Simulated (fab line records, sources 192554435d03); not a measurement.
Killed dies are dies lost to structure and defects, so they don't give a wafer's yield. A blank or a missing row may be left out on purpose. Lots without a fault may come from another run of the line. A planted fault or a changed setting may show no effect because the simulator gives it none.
fab line records | flow n5_finfet
record lots=5 wafers=14 last_day=16
route steps=1938 shown BEOL_M0@739 BEOL_M1@751 BEOL_M4@1111 PASSIVATION@1936
lots that met no fault: from a run of the same line without faults
start_h: hours from the record's first day to the start of the lot's first wafer shown | wait_h: hours since the lot's step before | " the same as in the row above | L1.1+2: a row that stands for several wafers | - no value, or no start given | * or withheld: withheld | < > ~ a bound
route shown NAME@n: a module of which the file shows steps, and the number in the route of the first | usual: mean/standard deviation of fault-free wafers | same: alike in all rows | chamber/n: place in a boat | sites: the reading at each site | _std_site: their standard deviation | _edge_site: outer sites' mean less inner sites' | radius_mm: how far each site lies from the wafer's centre | mask NAME#n: copy n | behind: the tool/chamber that last shaped the wafer | hold: why the lot was held/for how many hours/how that ended | device: the transistor (n, p or np) that didn't switch | end of line: the same wafers' tests at the end of the route | a step without rows: its recipe alone | killed: dies lost to structure and defects at the first sort, not the wafer's yield | map: a wafer's dies, x killed, . not, _ none there
set.NAME: the setting as run; set.NAME@STEP: as run at that earlier step | model.NAME: the simulator's own value behind a step, which no gauge read
lots at some steps of the route; a table a step, a row a wafer
services: from which hour (start_h, from the record's first day; less than 0 if before it) a tool's chamber was out of use, for how many hours, and why
## steps
# step N5_BEOL_M0_ANNEAL_135
# recipe temp_c=400 time_s=60 ambient=vacuum
# step N5_BEOL_M0_SPUTTER_141
# recipe material=Cu target_thk_a=40 temp_c=-20 chamber_pressure_pa=0.07 power_w=withheld time_s=7.37
# step N5_BEOL_M0_ECD_118
# recipe material=Cu target_thk_a=3000
# step N5_BEOL_M0_ANNEAL_119
# recipe temp_c=225 time_s=90 ambient=N2
# usual wafer_temp_C_max=226.1/0.47
# columns lot.wafer tool chamber start_h wait_h wafer_temp_C_max
L343.1 rtp_anneal-02 0 119.84 0.1 225.2
L343.2 " 0 " " 225.4
L343.4 " 0 " " 225.5
L346.1 rtp_anneal-01 0 140.31 0.2 226.8
L346.3 " 0 " " 226.3
L346.4 " 0 " " 226.9
L352.2 rtp_anneal-01 0 177.03 0.2 226.3
L352.5 " 0 " " 226.6
L352.6 " 0 " " 226.2
L356.2 rtp_anneal-01 0 199.43 0.1 226.5
L356.6 " 0 " " 226.8
L363.4 rtp_anneal-02 0 240.61 0.2 225.6
L363.5 " 0 " " 225.6
L363.6 " 0 " " 225.7
# step N5_BEOL_M0_CMP_120
# recipe stop_on=SiOC t_overpolish_s=6.9 down_force_psi=1 platen_rpm=50 clearing_platen_down_force_psi=1.5 clearing_platen_rpm=50 post_cmp_clean=cu_alkaline clearing_platen_pad_velocity_m_s=0.99484 pad_velocity_m_s=0.99484
# step N5_BEOL_M0_PRE_CLEAN_131
# recipe gas=NH3/H2 time_s=15 temp_c=* rf_power_w=300
# usual heater_power_w=86/17 rf_fwd_power_W=297.1/1.6
# columns lot.wafer tool chamber start_h wait_h heater_power_w rf_fwd_power_W
L343.1 cvd_co-02 2 120.47 0.0 62 294.4
L343.2 " 0 " " 103 295.3
L343.4 " 2 " " 62 294.9
L346.1 cvd_co-02 1 140.94 0.0 90 297.3
L346.3 " 0 " " 104 297.2
L346.4 " 0 " " 102 294.7
L352.2 cvd_co-02 0 177.62 0.0 103 295.5
L352.5 " 0 " " 101 295.8
L352.6 " 2 " " 61 295.0
L356.2 cvd_co-01 1 200.01 0.0 108 300.6
L356.6 " 0 " " 65 296.0
L363.4 cvd_co-02 2 241.13 0.1 63 294.6
L363.5 " 0 " " 104 296.7
L363.6 " 1 " " 92 297.0
# step N5_BEOL_M0_CO_CAP_123
# recipe material=Co target_thk_a=20 temp_c=200 precursor=CCTBA/H2 pressure_torr=30 time_s=102.1
# step N5_BEOL_M0_PRE_CLEAN_124
# recipe gas=NH3 time_s=15 temp_c=withheld rf_power_w=300
# step N5_BEOL_M0_DEP_125
# recipe material=SiCN target_thk_a=80 temp_c=withheld precursor=3MS/NH3 pressure_torr=3 rf_w=202 time_s=14
# usual rf_fwd_power_W=199.1/1 showerhead_plenum_p_Torr=3.658/0.0088 throttle_valve_pct=9.1/0.64
# columns lot.wafer tool chamber start_h wait_h rf_fwd_power_W showerhead_plenum_p_Torr throttle_valve_pct
L343.1 pecvd-04 0 120.68 0.0 199.6 3.643 9.7
L343.2 " 2 " " 198.8 3.665 8.5
L343.4 " 2 " " 198.0 3.665 8.6
L346.1 pecvd-04 1 141.10 0.0 199.5 3.651 9.5
L346.3 " 0 " " 199.8 3.648 9.5
L346.4 " 2 " " 198.9 3.659 8.6
L352.2 pecvd-04 2 177.78 0.0 197.1 3.666 8.9
L352.5 " 1 " " 199.2 3.665 9.2
L352.6 " 0 " " 200.4 3.654 9.5
L356.2 pecvd-03 1 200.17 0.0 198.9 3.647 8.4
L356.6 " 1 " " 197.9 3.649 8.2
L363.4 pecvd-04 2 241.28 0.0 198.6 3.672 8.6
L363.5 " 0 " " 199.7 3.651 9.4
L363.6 " 1 " " 199.5 3.663 9.4
# step N5_BEOL_M0_RS_MEAS_126
# recipe thk_meas_gauge=four-point-probe reads=Co_of_BEOL_M0_CO_CAP_123+Cu_of_BEOL_M0_ECD_118+Co_of_BEOL_M0_CVD_115+TaN_of_BEOL_M0_ALD_136
# usual M0_RS=0.533/0.019
# columns lot.wafer tool chamber start_h wait_h M0_RS[ohm/sq]
L343.1 film_metro-02 - 120.75 0.0 0.541
L343.2 " - " " 0.563
L343.4 " - " " 0.566
L346.1 film_metro-01 - 141.16 0.0 0.546
L346.3 " - " " 0.573
L346.4 " - " " 0.535
L352.2 film_metro-01 - 177.84 0.1 0.552
L352.5 " - " " 0.496
L352.6 " - " " 0.525
L356.2 film_metro-02 - 200.24 0.1 0.550
L356.6 " - " " 0.532
L363.4 film_metro-01 - 241.33 0.0 0.531
L363.5 " - " " 0.533
L363.6 " - " " 0.542
# step N5_BEOL_M0_INSPECT_127
# recipe inspect_instrument=darkfield mode=post_dep
# usual raw_defect_count=72/23
# columns lot.wafer tool chamber start_h wait_h raw_defect_count
L343.1 defect_inspect-02 - 120.77 0.0 65
L343.2 " - " " 50
L343.4 " - " " 39
L346.1 defect_inspect-02 - 141.19 0.0 72
L346.3 " - " " 49
L346.4 " - " " 65
L352.2 defect_inspect-02 - 177.87 0.0 98
L352.5 " - " " 125
L352.6 " - " " 81
L356.2 defect_inspect-01 - 200.26 0.0 94
L356.6 " - " " 124
L363.4 defect_inspect-02 - 241.36 0.0 51
L363.5 " - " " 46
L363.6 " - " " 46
# step N5_BEOL_M1_ILD_DEP_00
# recipe material=SiOC target_thk_a=790 temp_c=350 precursor=DEMS/O2 pressure_torr=5 rf_w=500 time_s=15.3
# usual heater_power_w=506/86 rf_fwd_power_W=492.7/2.4 showerhead_plenum_p_Torr=5.687/0.011 throttle_valve_pct=11.9/0.6
# columns lot.wafer tool chamber start_h wait_h heater_power_w rf_fwd_power_W showerhead_plenum_p_Torr throttle_valve_pct model.SiOC_of_BEOL_M1_ILD_DEP_00.thk_nm
L343.1 pecvd-03 1 120.81 0.0 543 491.2 5.690 11.0 77.4
L343.2 " 0 " " 529 491.3 5.678 11.7 78
L343.4 " 2 " " 339 491.0 5.683 11.9 77.8
L346.1 pecvd-03 2 141.23 0.0 385 492.8 5.694 12.0 78
L346.3 " 1 " " 549 493.0 5.672 11.0 79.2
L346.4 " 2 " " 398 493.2 5.691 11.8 79.2
L352.2 pecvd-04 2 177.90 0.0 593 486.5 5.695 11.5 78.2
L352.5 " 2 " " 583 488.6 5.699 11.3 78.4
L352.6 " 1 " " 664 490.6 5.688 12.6 78.8
L356.2 pecvd-04 2 200.30 0.0 531 491.2 5.704 11.7 80.6
L356.6 " 1 " " 680 495.1 5.676 12.7 80.2
L363.4 pecvd-03 0 241.41 0.1 456 490.7 5.686 11.9 80.4
L363.5 " 1 " " 493 492.2 5.677 10.9 80.8
L363.6 " 2 " " 355 493.3 5.693 12.3 79.2
# step N5_BEOL_M1_THK_MEAS_01
# recipe reads=SiOC_of_BEOL_M1_ILD_DEP_00
# usual M1_ILD_THK=78.9/0.99
# columns lot.wafer tool chamber start_h wait_h M1_ILD_THK[nm]
L343.1 film_metro-02 - 120.88 0.0 77.5
L343.2 " - " " 77.9
L343.4 " - " " 77.8
L346.1 film_metro-01 - 141.29 0.0 78.2
L346.3 " - " " 79.1
L346.4 " - " " 79.2
L352.2 film_metro-02 - 177.97 0.1 78.2
L352.5 " - " " 78.5
L352.6 " - " " 78.9
L356.2 film_metro-01 - 200.37 0.1 80.5
L356.6 " - " " 80.3
L363.4 film_metro-02 - 241.46 0.0 80.3
L363.5 " - " " 80.7
L363.6 " - " " 79.3
# step N5_BEOL_M1_PECVD_72
# recipe material=SiO2 target_thk_a=160 temp_c=400 precursor=TEOS/O2 pressure_torr=5.5 rf_w=450 teos_flow_sccm=53.8 gas=O2 flow_sccm=3000 time_s=18
# step N5_BEOL_M1_HM_DEP_02
# recipe material=TiN target_thk_a=200 temp_c=25 chamber_pressure_pa=0.49996
# step N5_BEOL_M1_COAT_61
# recipe resist=SOC temp_c=250 time_s=60 spin_rpm=1500 resist_thk_nm=60
# step N5_BEOL_M1_COAT_62
# recipe resist=SiARC temp_c=220 time_s=60 spin_rpm=1500 resist_thk_nm=12
# step N5_BEOL_M1_COAT_73
# recipe resist=underlayer temp_c=205 time_s=60 spin_rpm=1500 resist_thk_nm=5
# step N5_BEOL_M1_COAT_05
# recipe resist=CAR-EUV spin_rpm=1500 resist_thk_nm=30
# step N5_BEOL_M1_EBR_07
# recipe solvent=PGMEA ebr_width_mm=1.5
# step N5_BEOL_M1_SOFTBAKE_06
# recipe temp_c=110 time_s=60 resist=CAR-EUV
# step N5_BEOL_M1_EXPOSE_08
# recipe mask_id=M1 na=0.33 source_shape=dipole sigma_inner=0.369 sigma_outer=0.767 polarization=unpolarized dose_mj=33
# step N5_BEOL_M1_PEB_09
# recipe peb_temp_c=100 peb_time_s=60 resist=CAR-EUV
# step N5_BEOL_M1_DEVELOP_10
# recipe develop_time_s=30 developer=TMAH resist=CAR-EUV rinse_liquid=surfactant_rinse dry=air_spin dev_temp_c=23
# step N5_BEOL_M1_CD_MEAS_11
# recipe target_cd_nm=17.05 landing_energy_ev=500 detector=se_inlens polarity=opening
# usual cd_nm=17.09/0.27
# columns lot.wafer tool chamber start_h wait_h cd_nm
L343.1 cd_sem-03 0 121.67 - 16.84
L343.2 " 0 " " 17.26
L343.4 " 0 " " 16.92
L346.1 cd_sem-03 0 144.30 - 16.96
L346.3 " 0 " " 17.23
L346.4 " 0 " " 17.05
L352.2 cd_sem-02 0 179.30 - 17.16
L352.5 " 0 " " 17.41
L352.6 " 0 " " 17.06
L356.2 cd_sem-03 0 201.82 - 16.69
L356.6 " 0 " " 16.76
L363.4 cd_sem-02 0 242.80 - 16.87
L363.5 " 0 " " 16.82
L363.6 " 0 " " 17.13
# step N5_BEOL_M1_OVL_MEAS_12
# recipe points_per_wafer=522
# usual M1_OVL=0.0/0.68
# same points_per_wafer=522
# columns lot.wafer tool chamber start_h wait_h M1_OVL[nm]
L343.1 overlay-01 0 121.70 0.0 -0.9
L343.2 " 0 " " 0.9
L343.4 " 0 " " 1.3
L346.1 overlay-02 0 144.33 0.0 0.2
L346.3 " 0 " " -0.3
L346.4 " 0 " " 0.8
L352.2 overlay-01 0 179.33 0.0 0.3
L352.5 " 0 " " -0.5
L352.6 " 0 " " -0.5
L356.2 overlay-01 0 201.85 0.0 0.6
L356.6 " 0 " " -0.3
L363.4 overlay-02 0 242.85 0.0 1.2
L363.5 " 0 " " 0.0
L363.6 " 0 " " 1.4
# step N5_BEOL_M1_INSPECT_13
# recipe mode=adi inspect_instrument=brightfield
# usual raw_defect_count=424/84
# columns lot.wafer tool chamber start_h wait_h raw_defect_count
L343.1 defect_inspect-01 - 121.76 0.1 458
L343.2 " - " " 342
L343.4 " - " " 546
L346.1 defect_inspect-02 - 144.39 0.1 521
L346.3 " - " " 376
L346.4 " - " " 516
L352.2 defect_inspect-02 - 179.38 0.0 433
L352.5 " - " " 469
L352.6 " - " " 393
L356.2 defect_inspect-02 - 201.90 0.0 512
L356.6 " - " " 522
L363.4 defect_inspect-01 - 242.89 0.0 385
L363.5 " - " " 269
L363.6 " - " " 346
# step N5_BEOL_M1_DESCUM_16
# recipe chemistry=O2 time_s=7 source_power_w=50 bias_power_w=20 pressure_mtorr=20 rf_frequency_hz=2.712e+07 temp_c=40 resist=CAR-EUV o2_flow_sccm=225
# usual drypump_motor_current_A=5.6/0.42 oes_product_au=0.75/0.076 rf_fwd_power_W=49.30/0.26 rf_vpp_V=243.1/1.5 showerhead_plenum_p_Torr=2.10/0.07 throttle_valve_pct=20.57/0.28
# columns lot.wafer tool chamber start_h wait_h drypump_motor_current_A oes_product_au rf_fwd_power_W rf_hours_counter_h rf_vpp_V showerhead_plenum_p_Torr throttle_valve_pct
L343.1 rie_diel-01 3 122.84 1.1 5.8 0.76 49.35 159 239.9 2.03 20.48
L343.2 " 2 " " 6.2 0.73 49.42 149 242.2 2.11 20.64
L343.4 " 0 " " 5.3 0.71 48.78 231 244.1 2.16 20.91
L346.1 rie_diel-04 2 144.42 0.0 5.8 0.73 49.00 168 244.2 2.18 20.17
L346.3 " 1 " " 6.0 0.68 49.44 253 241.9 2.05 20.56
L346.4 " 0 " " 4.7 0.69 49.08 - 241.1 2.01 20.69
L352.2 rie_diel-03 0 179.42 0.0 5.6 0.73 49.41 150 245.0 2.19 20.73
L352.5 " 0 " " 5.7 0.73 49.46 - 244.4 2.18 20.71
L352.6 " 3 " " 5.3 0.75 49.29 - 244.2 2.19 20.69
L356.2 rie_diel-04 3 201.95 0.0 5.9 0.71 49.06 225 242.8 2.08 21.00
L356.6 " 0 " " 4.7 0.67 49.12 - 241.4 2.00 20.70
L363.4 rie_diel-01 0 242.92 0.0 5.3 0.96 49.04 12 243.9 2.15 20.56
L363.5 " 3 " " 5.8 0.71 49.27 - 241.7 2.01 20.52
L363.6 " 2 " " 6.3 0.70 49.52 - 242.4 2.10 20.70
# step N5_BEOL_M1_ETCH_74
# recipe chemistry=N2/H2 target=underlayer target_depth_a=65 mask_material=CAR-EUV time_s=5.2 ion_energy_ev=200 pressure_mtorr=30 source_w=840 bias_w=150 n2_flow_sccm=200 h2_flow_sccm=200 ends=cleared
# step N5_BEOL_M1_ETCH_63
# recipe chemistry=CF4 target=SiARC target_depth_a=156 mask_material=CAR-EUV time_s=26 ion_energy_ev=80 pressure_mtorr=40 source_w=545 bias_w=36 Ar_flow_sccm=100 cf4_flow_sccm=100 ends=cleared
# step N5_BEOL_M1_ETCH_64
# recipe chemistry=N2/H2 target=SOC target_depth_a=750 overetch_a=150 mask_material=SiARC temp_c=40 time_s=112.5 ion_energy_ev=200 pressure_mtorr=30 source_w=840 bias_w=150 n2_flow_sccm=200 h2_flow_sccm=200
# usual drypump_motor_current_A=5.6/0.42 n2_flow_sccm=200.0/0.6 oes_product_au=0.59/0.054 rf_fwd_power_W=836.3/2.9 rf_vpp_V=523.8/2.5 showerhead_plenum_p_Torr=2.54/0.086 throttle_valve_pct=17.89/0.26
# columns lot.wafer tool chamber start_h wait_h drypump_motor_current_A n2_flow_sccm oes_product_au rf_fwd_power_W rf_hours_counter_h rf_vpp_V showerhead_plenum_p_Torr throttle_valve_pct
L343.1 rie_diel-01 3 122.92 0.0 5.8 199.5 0.59 834.4 159 521.1 2.44 17.77
L343.2 " 2 " " 6.3 198.6 0.59 840.1 149 523.0 2.55 17.99
L343.4 " 0 " " 5.3 199.8 0.56 836.1 231 524.8 2.60 18.14
L346.1 rie_diel-04 2 144.50 0.0 5.7 199.2 0.58 832.7 168 525.8 2.64 17.46
L346.3 " 1 " " 6.1 200.1 0.54 839.5 253 522.6 2.50 18.00
L346.4 " 0 " " 4.7 200.4 0.56 836.2 - 520.4 2.43 18.15
L352.2 rie_diel-03 0 179.50 0.0 5.6 200.4 0.58 836.6 150 527.2 2.67 18.12
L352.5 " 0 " " 5.6 199.8 0.58 838.8 - 527.8 2.67 18.12
L352.6 " 3 " " 5.3 200.0 0.59 837.1 - 526.8 2.63 17.84
L356.2 rie_diel-04 3 202.03 0.0 5.9 200.0 0.56 835.4 225 523.6 2.51 18.20
L356.6 " 0 " " 4.7 201.8 0.54 836.2 - 521.3 2.42 18.18
L363.4 rie_diel-01 0 243.00 0.0 5.3 199.5 0.74 835.9 12 525.5 2.59 17.76
L363.5 " 3 " " 5.8 199.9 0.57 839.5 - 521.1 2.43 17.83
L363.6 " 2 " " 6.3 200.3 0.57 836.7 - 524.4 2.53 18.04
# step N5_BEOL_M1_STRIP_65
# recipe chemistry=N2/H2 temp_c=40 n2_flow_sccm=200 h2_flow_sccm=200 rf_frequency_hz=6e+07
# step N5_BEOL_M1_STRIP_75
# recipe chemistry=N2/H2 temp_c=40 n2_flow_sccm=200 h2_flow_sccm=200 rf_frequency_hz=6e+07
# step N5_BEOL_M1_STRIP_66
# recipe chemistry=CF4 resist=SiARC power_w=300 bias_power_w=75 pressure_mtorr=50 cf4_flow_sccm=150 rf_frequency_hz=6e+07
# step N5_BEOL_M1_HM_OPEN_17
# recipe chemistry=Cl2/BCl3 target_depth_a=200 overetch_a=60 target=TiN mask_material=SOC ion_energy_ev=150 pressure_mtorr=10 icp_w=1000 bias_w=126 Cl2_flow_sccm=53.25 bcl3_flow_sccm=21.75 Ar_flow_sccm=25
# step N5_BEOL_M1_STRIP_19
# recipe chemistry=O2 power_w=400 temp_c=40 pressure_mtorr=30 rf_frequency_hz=6e+07 bias_power_w=0 overash_fraction=0.2 o2_flow_sccm=225
# step N5_BEOL_M1_CD_MEAS_18
# recipe pitch_nm=36 target_cd_nm=18
# usual cd_nm=18.0/0.36
# columns lot.wafer tool chamber start_h wait_h cd_nm
L343.1 cd_sem-03 - 123.46 0.0 17.8
L343.2 " - " " 18.1
L343.4 " - " " 18.3
L346.1 cd_sem-02 - 144.93 0.0 18.5
L346.3 " - " " 18.3
L346.4 " - " " 18.1
L352.2 cd_sem-02 - 179.85 0.1 18.0
L352.5 " - " " 18.2
L352.6 " - " " 18.0
L356.2 cd_sem-02 - 202.50 0.1 18.3
L356.6 " - " " 17.6
L363.4 cd_sem-03 - 243.35 0.1 17.9
L363.5 " - " " 17.7
L363.6 " - " " 18.3
# step N5_BEOL_M1_COAT_67
# recipe resist=SOC temp_c=250 time_s=60 spin_rpm=1500 resist_thk_nm=60
# step N5_BEOL_M1_COAT_68
# recipe resist=SiARC temp_c=220 time_s=60 spin_rpm=1500 resist_thk_nm=12
# step N5_BEOL_M1_COAT_76
# recipe resist=underlayer temp_c=205 time_s=60 spin_rpm=1500 resist_thk_nm=5
# step N5_BEOL_M1_COAT_22
# recipe resist=CAR-EUV spin_rpm=1500 resist_thk_nm=30
# step N5_BEOL_M1_CMP_52
# recipe stop_on=SiOC t_overpolish_s=6.8 down_force_psi=1 platen_rpm=50 clearing_platen_down_force_psi=1.5 clearing_platen_rpm=50 post_cmp_clean=cu_alkaline target_thk_nm=40 clearing_platen_pad_velocity_m_s=0.99484 pad_velocity_m_s=0.99484
# usual barrier_field_endpoint_s=24.6/0.56 clearing_platen_down_force_psi=1.5003/0.003 clearing_platen_rpm=49.998/0.027 motor_current_A=6.2/0.67 overpolish_run_s=6.800/0.0092 platen_rpm=50.00/0.034 slurry_flow_ml_min=150.1/0.51 time_to_endpoint_s=61.9/2.6
# columns lot.wafer tool chamber start_h wait_h barrier_field_endpoint_s clearing_platen_down_force_psi clearing_platen_rpm motor_current_A overpolish_run_s platen_rpm slurry_flow_ml_min time_to_endpoint_s model.SiOC_of_BEOL_M1_ILD_DEP_00.thk_nm model.Cu_of_BEOL_M1_ECD_50.thk_nm
L343.1 cmp-02 1 135.53 0.3 24.8 1.5042 50.010 6.6 6.797 50.00 150.3 64.4 76.4 38
L343.2 " 2 " " 25.6 1.5027 50.001 5.7 6.790 50.01 149.9 65.1 77 38.6
L343.4 " 0 " " 25.3 1.4992 49.973 6.5 6.790 50.01 150.1 59.1 76.8 37
L346.4 cmp-03 1 150.34 0.1 24.6 1.4970 49.995 7.1 6.788 50.01 150.1 63.1 78.2 40.6
L346.1 " 2 " " 23.7 1.4939 50.014 5.0 6.794 49.98 151.0 63.7 77 39
L346.3 " 3 " " 25.3 1.5020 50.048 6.1 6.800 50.02 150.2 65.9 78.2 42.8
L352.2 cmp-04 1 185.51 0.3 24.4 1.5003 49.978 5.6 6.806 50.04 150.1 60.6 77.2 39.2
L352.5 " 1 " " 23.9 1.4975 49.990 5.6 6.800 50.03 151.1 58.8 77.4 39.6
L352.6 " 2 " " 25.0 1.4999 50.001 5.5 6.807 49.97 150.0 63.6 77.8 41.2
L356.2 cmp-03 0 213.09 0.2 24.7 1.5060 49.959 6.5 6.795 50.00 149.7 64.5 79.6 41.8
L356.6 " 0 " " 25.3 1.5030 49.960 6.4 6.805 50.00 150.0 62.9 79.4 40
L363.4 cmp-04 2 250.18 0.1 24.6 1.5021 49.982 6.0 6.792 50.01 150.8 63.7 79.4 41.2
L363.5 " 2 " " 25.8 1.5025 49.982 5.6 6.819 50.05 150.3 65.0 79.8 42.4
L363.6 " 3 " " 24.9 1.4986 49.994 6.6 6.809 50.02 149.5 62.1 78.2 39
# step N5_BEOL_M4_RC_MEAS_101
# usual DIBL_N=35.9/1.6 DIBL_P=35.6/2.1 IOFF_N=0.149/0.029 IOFF_P=0.20/0.033 ION_N=671/11 ION_P=460/7.3 SS_N=71.4/0.62 SS_P=73.2/0.65 VT_N=251/3.1 VT_P=-251/3.4
# columns lot.wafer tool chamber start_h wait_h DIBL_N[mV/V] DIBL_P[mV/V] IOFF_N[nA/um] IOFF_P[nA/um] ION_N[uA/um] ION_P[uA/um] SS_N[mV/dec] SS_P[mV/dec] VT_N[mV] VT_P[mV]
L343.1 prober-02 0 165.30 0.0 34.7 35.3 0.124 0.17 662 454 71.0 73.4 256 -254
L343.2 " 0 " " 34.8 35.0 0.120 0.16 652 450 70.7 73.1 255 -255
L343.4 " 0 " " 36.1 34.7 0.132 0.15 653 445 71.4 73.5 254 -258
L346.1 prober-02 0 182.49 0.0 33.2 34.0 0.116 0.15 670 453 70.9 71.6 253 -258
L346.3 " 0 " " 34.1 33.9 0.121 0.14 673 455 70.6 72.2 254 -258
L346.4 " 0 " " 33.8 34.1 0.112 0.14 658 454 71.2 72.1 255 -260
L352.2 prober-01 0 222.77 0.2 35.2 35.6 0.148 0.20 677 470 70.5 73.3 251 -247
L352.5 " 0 " " 34.3 34.7 0.128 0.19 666 459 70.7 73.2 254 -249
L352.6 " 0 " " 34.4 34.8 0.140 0.19 675 461 71.5 73.0 252 -252
L356.2 prober-01 0 246.75 0.2 35.4 34.4 0.139 0.21 665 465 71.1 73.7 250 -249
L356.6 " 0 " " 33.1 31.5 0.106 0.16 668 457 70.7 72.6 253 -251
L363.4 prober-01 0 283.83 0.5 35.0 33.9 0.123 0.19 661 459 72.3 73.0 254 -252
L363.5 " 0 " " 34.4 33.4 0.119 0.18 657 459 71.1 72.4 254 -251
L363.6 " 0 " " 35.0 34.5 0.129 0.21 673 470 71.4 72.9 252 -250
# step N5_PASSIVATION_PROBE_49
# usual defect_limited_yield=90.9/1.5 killed_at_M0_to_M3=36/9.9 killed_at_M4_up=13/4.5 killed_at_contacts=13/6.4 killed_at_front_end=42/12 killed_at_other=3.4/3 killed_dies=107/18 killed_open=69/13 killed_short=35/8.2 sort_bin_5_function=5.3/1.1 sort_bin_6_memory=3.4/0.69 sort_bin_8_speed=0.00/0.0071 sort_n_pass=1073/18 sort_yield_pct=90.9/1.5
# same gross_dies=1180 killed_at_back_side=0 sort_bin_4_leakage[%]=0
# columns lot.wafer tool chamber start_h wait_h defect_limited_yield[%] killed_at_M0_to_M3 killed_at_M4_up killed_at_contacts killed_at_front_end killed_at_other killed_dies killed_open killed_short sort_bin_5_function[%] sort_bin_6_memory[%] sort_bin_8_speed[%] sort_n_pass sort_yield_pct[%]
L346.1 prober-01 - 284.83 0.0 89.3 38 17 12 58 1 126 81 42 5.8 4.6 0 1054 89.3
L346.3 prober-01 - 284.93 0.1 92.9 21 12 9 37 5 84 68 13 4.7 2.5 0 1096 92.9
L346.4 prober-01 - 284.98 0.2 92.1 22 19 11 39 2 93 55 30 4.5 2.5 0 1087 92.1
L352.5 prober-01 - 317.95 0.2 90.4 32 14 8 56 3 113 64 45 5.8 3.2 0 1067 90.4
L356.2 prober-02 - 344.00 0.1 94.4 18 11 8 26 3 66 48 16 2.5 2.8 0 1114 94.4
L356.6 prober-02 - 344.20 0.3 92.4 37 8 5 37 3 90 57 27 3.5 3.2 0 1090 92.4
L363.4 prober-02 - 386.86 0.2 91.2 46 7 11 31 9 104 65 36 5.1 3.6 0 1076 91.2
L363.5 prober-02 - 386.91 0.2 91.1 56 11 11 20 7 105 66 38 5.6 3.0 0 1075 91.1
L363.6 prober-02 - 386.96 0.3 90.4 44 14 19 34 2 113 81 30 5.8 3.6 0 1067 90.4
# killed by level:class
L346.1 FIN_SAQP:geometric_particle:short=16 MOL_CONTACT_COAG:geometric_particle:open=10 BEOL_M0_SAQP:geometric_particle:open=10 BEOL_M4:geometric_particle:open=10 BEOL_M3:geometric_particle:open=9 DUMMY_GATE:geometric_particle:open=8 BEOL_M0_SAQP:geometric_particle:short=8 FIN_SAQP:geometric_particle:open=6
L346.3 FIN_SAQP:geometric_particle:open=12 MOL_CONTACT_COAG:geometric_particle:open=9 STI_FIN_REVEAL:geometric_particle:open=8 BEOL_M1:geometric_particle:open=7 BEOL_M2:geometric_particle:open=6 BEOL_M0_SAQP:geometric_particle:open=4 FIN_SAQP:geometric_particle:short=3 DUMMY_GATE:geometric_particle:open=3
L346.4 MOL_CONTACT_COAG:geometric_particle:open=9 HKMG_FIN:area_etch=8 STI_FIN_REVEAL:geometric_particle:open=7 BEOL_M0_SAQP:geometric_particle:short=7 BEOL_M4:geometric_particle:open=6 BEOL_M5:geometric_particle:open=6 DUMMY_GATE:geometric_particle:open=5 BEOL_M3:geometric_particle:open=5
L352.5 FIN_SAQP:geometric_particle:short=10 FIN_SAQP:geometric_particle:open=9 BEOL_M0_SAQP:geometric_particle:short=7 STI_FIN_REVEAL:geometric_particle:open=5 GATE_CUT:geometric_particle:short=5 MOL_CONTACT_COAG:geometric_particle:open=5 BEOL_M1:geometric_particle:open=5 BEOL_M3:geometric_particle:open=5
L356.2 FIN_SAQP:geometric_particle:open=6 BEOL_M0_SAQP:geometric_particle:open=6 STI_FIN_REVEAL:geometric_particle:open=5 MOL_CONTACT_COAG:geometric_particle:open=5 BEOL_M0:geometric_particle:open=4 BEOL_M4:geometric_particle:open=4 GATE_CUT:geometric_particle:open=3 BEOL_M1:geometric_particle:open=3
L356.6 BEOL_M0_SAQP:geometric_particle:open=8 BEOL_M2:geometric_particle:open=7 STI_FIN_REVEAL:geometric_particle:open=6 GATE_CUT:geometric_particle:short=6 BEOL_M1:geometric_particle:open=6 BEOL_M0_SAQP:geometric_particle:short=6 BEOL_M3:geometric_particle:open=5 HKMG_FIN:area_etch=5
L363.4 BEOL_M0_SAQP:geometric_particle:short=14 MOL_CONTACT_COAG:geometric_particle:open=9 FIN_SAQP:geometric_particle:open=8 BEOL_M0:geometric_particle:open=7 BEOL_M1:geometric_particle:open=7 FIN_SAQP:geometric_particle:short=6 BEOL_M0_SAQP:geometric_particle:open=4 BEOL_M2:geometric_particle:open=4
L363.5 BEOL_M0_SAQP:geometric_particle:short=14 MOL_CONTACT_COAG:geometric_particle:open=11 BEOL_M2:geometric_particle:open=11 BEOL_M3:geometric_particle:open=10 BEOL_M0_SAQP:geometric_particle:open=6 FIN_SAQP:geometric_particle:open=5 BEOL_M3:geometric_particle:short=5 BEOL_M1:geometric_particle:open=3
L363.6 MOL_CONTACT_COAG:geometric_particle:open=15 BEOL_M2:geometric_particle:open=12 FIN_SAQP:geometric_particle:open=11 BEOL_M0_SAQP:geometric_particle:short=7 BEOL_M3:geometric_particle:open=7 BEOL_M5:geometric_particle:open=5 FIN_SAQP:geometric_particle:short=5 BEOL_M0_SAQP:geometric_particle:open=5
## services
# columns tool chamber start_h hours kind
pecvd-03 1 99.02 4.0 repair
rie_diel-04 1 100.49 1.5 repair
rie_diel-01 - 103.88 18.9 repair
cvd_co-02 - 107.91 2.2 repair
cmp-04 - 107.92 2.0 repair
rie_diel-04 3 109.90 12.2 repair
cvd_co-02 - 123.56 6.9 pm
rie_diel-04 3 126.58 27.6 repair
rie_diel-01 - 126.93 0.3 repair
pecvd-04 - 129.76 2.1 repair
cvd_co-02 - 130.46 2.8 pm
pecvd-04 - 134.06 2.2 repair
rie_diel-04 - 138.91 0.5 repair
cvd_co-02 1 187.00 10.4 repair
cmp-04 - 192.23 4.0 pm
cmp-03 - 196.27 4.3 pm
rie_diel-01 1 203.57 15.6 repair
pecvd-04 - 218.53 6.0 pm
cmp-03 - 222.71 2.0 repair
cmp-04 - 223.82 2.0 repair
pecvd-03 2 228.10 7.4 repair
rie_diel-04 0 241.77 2.9 repair
rie_diel-03 3 243.02 4.6 repair
cmp-03 - 249.92 4.0 pm
## key
first_sign none at tools or gauges
model_effect step=N5_BEOL_M1_ILD_DEP_00 value=SiOC_of_BEOL_M1_ILD_DEP_00.thk_nm without=77.6 struck=80.6
model_effect step=N5_BEOL_M1_CMP_52 value=SiOC_of_BEOL_M1_ILD_DEP_00.thk_nm without=76.6 struck=79.6
met_at N5_BEOL_M1_ILD_DEP_00
struck_wafers L356.2
onset_between 177.90 200.30
fault kind=process_parameter_drift tool=pecvd-04 chamber=- onset_h=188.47 steps=N5_BEOL_M1_ILD_DEP_00 channel=time_s offset=* shape=step end_h=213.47 scope=struck_wafers_only acts_in=* stated=*
